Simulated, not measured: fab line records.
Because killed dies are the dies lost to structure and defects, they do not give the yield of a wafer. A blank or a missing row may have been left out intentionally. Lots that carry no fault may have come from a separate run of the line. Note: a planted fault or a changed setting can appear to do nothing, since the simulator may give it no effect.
A struck lot beside a sound one + flow n5_finfet + 43 out of 1938 route steps
Sound: wafers L849.3, L849.5, L849.6. Wafers L852.1, L852.5, L852.6 were the ones struck. The cause is named last.
Per side, at each step with rows, come the tool, then ch with its chambers, and then its first start. Under that, the readings that differ: sound wafers + struck wafers + difference of the means + sigmas: that difference in standard deviations of wafers without a fault.
alike: same words and numbers on both sides, and readings whose means sit less than 2 such deviations apart. not compared: any withheld reading, any reading some wafer has no value for, any bound like >300 that may hide the same value, and any number with overlapping values for which the record gives no deviation.
A row with sigmas, a row that says differs or no value, or rows on one side alone: a step with any of these is where the two part. Numbers that have no deviation but don't overlap get no sigmas and don't part them. A reading that every wafer of one side lacks parts them only if that side has two wafers or more.

first, 8 steps without rows for these wafers: N5_WELL_APT_HMDS_01 (time 60 s); N5_WELL_APT_COAT_02 (resist thk 950 nm); N5_WELL_APT_EBR_04; N5_WELL_APT_SOFTBAKE_03 (time 60 s); N5_WELL_APT_EXPOSE_05 (exposes mask NWELL, defocus 0 nm, target cd 200 nm); N5_WELL_APT_PEB_06 (peb time 90 s); N5_WELL_APT_DEVELOP_07 (develop time 45 s); N5_WELL_APT_HARDBAKE_12 (time 120 s).
N5_WELL_APT_CD_MEAS_08: the cd target is 200 nm.
  sound on cd_sem-03 ch 0, day 2 07:35; struck on cd_sem-03 ch 0, day 3 01:43
| reading    | sound             | struck            | difference | sigmas |
|------------|-------------------|-------------------|------------|--------|
| cd_nm (nm) | 203.7 203.3 202.4 | 196.9 198.2 197.0 | -5.8       | -3     |
N5_WELL_APT_OVL_MEAS_09:
  sound on overlay-01 ch 0, day 2 07:37; struck on overlay-02 ch 0, day 3 01:44
  alike: NWELL_OVL
N5_WELL_APT_INSPECT_10: inspects for defects (macro).
  sound: defect_inspect-02 at day 2 07:38; struck: defect_inspect-02 at day 3 01:46
  alike: raw_defect_count
N5_WELL_APT_DESCUM_13: chemistry O2, time 7.9 s.
  sound on rie_diel-06 ch 0,3, day 2 07:50; struck on rie_diel-06 ch 1,2, day 3 01:59
  alike: drypump_motor_current_A, oes_product_au, rf_vpp_V, showerhead_plenum_p_Torr, throttle_valve_pct
  not compared: rf_hours_counter_h
N5_WELL_APT_IMPLANT_14:
  sound on implanter-02 ch 0, day 2 08:00; struck on implanter-02 ch 0, day 3 02:05
| reading            | sound                            | struck                          | difference  | sigmas      |
|--------------------|----------------------------------|---------------------------------|-------------|-------------|
| dose_ions_cm2      | 1.5015e+13 1.5002e+13 1.4979e+13 | 1.2983e+13 1.297e+13 1.2973e+13 | -2.0233e+12 | -99 or more |
| faraday_current_uA | 194 195 189                      | 167 166 167                     | -26         | -6          |
  alike: beam_energy_keV
then, 10 steps without rows for these wafers: N5_WELL_APT_IMPLANT_15; N5_WELL_APT_STRIP_16 (strips in SPM, time 900 s); N5_WELL_APT_HMDS_18 (time 60 s); N5_WELL_APT_COAT_19 (resist thk 950 nm); N5_WELL_APT_EBR_21; N5_WELL_APT_SOFTBAKE_20 (time 60 s); N5_WELL_APT_EXPOSE_22 (exposes mask PWELL, defocus 0 nm, target cd 200 nm); N5_WELL_APT_PEB_23 (peb time 90 s); N5_WELL_APT_DEVELOP_24 (develop time 45 s); N5_WELL_APT_HARDBAKE_29 (time 120 s).
N5_WELL_APT_CD_MEAS_25: the cd target is 200 nm.
  sound on cd_sem-01 ch 0, day 2 08:52; struck on cd_sem-01 ch 0, day 3 03:08
  alike: cd_nm
N5_WELL_APT_OVL_MEAS_26:
  sound on overlay-02 ch 0, day 2 08:54; struck on overlay-01 ch 0, day 3 03:10
  alike: PWELL_OVL
N5_WELL_APT_INSPECT_27: inspects for defects (macro).
  sound: defect_inspect-02 at day 2 08:55; struck: defect_inspect-01 at day 3 03:11
  alike: raw_defect_count
N5_WELL_APT_DESCUM_30: chemistry O2, time 7.9 s.
  sound on rie_diel-06 ch 0,1, day 2 08:58; struck on rie_diel-06 ch 0,1, day 3 03:25
  alike: drypump_motor_current_A, oes_product_au, rf_vpp_V, showerhead_plenum_p_Torr, throttle_valve_pct
  not compared: rf_hours_counter_h
then, 3 steps without rows for these wafers: N5_WELL_APT_IMPLANT_31; N5_WELL_APT_IMPLANT_32; N5_WELL_APT_STRIP_33 (strips in SPM, time 900 s).
N5_WELL_APT_RTA_34: time 10 s.
  sound on rtp_anneal-01 ch 0, day 2 09:47; struck on rtp_anneal-02 ch 0, day 3 04:16
  alike: lamp_power_pct, wafer_temp_C_max
then, 4 steps without rows for these wafers: N5_WELL_APT_OXIDE_STRIP_42 (strips SiO2 in dHF, time 45 s, target depth 12 nm); N5_WELL_APT_PRECLEAN_36 (cleans in O3/DIW, time 45 s); N5_WELL_APT_PRECLEAN_39 (cleans in dHF, time 60 s); N5_WELL_APT_SRD_37 (time 30 s).
N5_WELL_APT_EPI_41: deposits Si from SiH4/H2, target thk 50 nm, time 297.7 s.
  sound on epi_rpcvd-03 ch 0, day 2 10:15; struck on epi_rpcvd-04 ch 0, day 3 04:31
  alike: chamber_pressure_Torr, lamp_inner_pct, throttle_valve_pct
N5_WELL_APT_INSPECT_38: inspects for defects (darkfield).
  sound: defect_inspect-02 at day 2 10:49; struck: defect_inspect-01 at day 3 05:21
  alike: raw_defect_count
N5_PMOS_HMC_CHANNEL_EPI_HM_DEP_34: deposits SiO2 from TEOS/O2, target thk 36 nm, time 6.9 s.
  sound on pecvd-04 ch 0,1,2, day 2 10:52; struck on pecvd-04 ch 1,2, day 3 05:23
  alike: chamber_pressure_Torr, heater_power_w, showerhead_plenum_p_Torr, throttle_valve_pct
then, 4 steps without rows for these wafers: N5_PMOS_HMC_CHANNEL_EPI_COAT_31 (time 60 s, resist thk 66 nm); N5_PMOS_HMC_CHANNEL_EPI_COAT_03 (resist thk 205 nm); N5_PMOS_HMC_CHANNEL_EPI_EBR_05; N5_PMOS_HMC_CHANNEL_EPI_SOFTBAKE_04 (time 60 s).
-- a jump in the record: the struck wafers' starts before and after are 6 days apart (it breaks off in module PMOS_HMC_CHANNEL_EPI and resumes in module BEOL_M4, where the first step shown is number 1111 of the route) --
N5_BEOL_M4_RC_MEAS_101:
  sound on prober-02 ch 0, day 9 05:07; struck on prober-01 ch 0, day 9 05:26
| reading           | sound          | struck         | difference | sigmas |
|-------------------|----------------|----------------|------------|--------|
| RS_NWELL (ohm/sq) | 1041 1031 1034 | 1125 1125 1142 | +95        | +15    |
  alike: DIBL_N, DIBL_P, IOFF_N, IOFF_P, ION_N, ION_P, SS_N, SS_P, VT_N, VT_P

## WHERE THEY PART
First at N5_WELL_APT_CD_MEAS_08; last, within this record, at N5_BEOL_M4_RC_MEAS_101.

WHY: what the simulator had put in
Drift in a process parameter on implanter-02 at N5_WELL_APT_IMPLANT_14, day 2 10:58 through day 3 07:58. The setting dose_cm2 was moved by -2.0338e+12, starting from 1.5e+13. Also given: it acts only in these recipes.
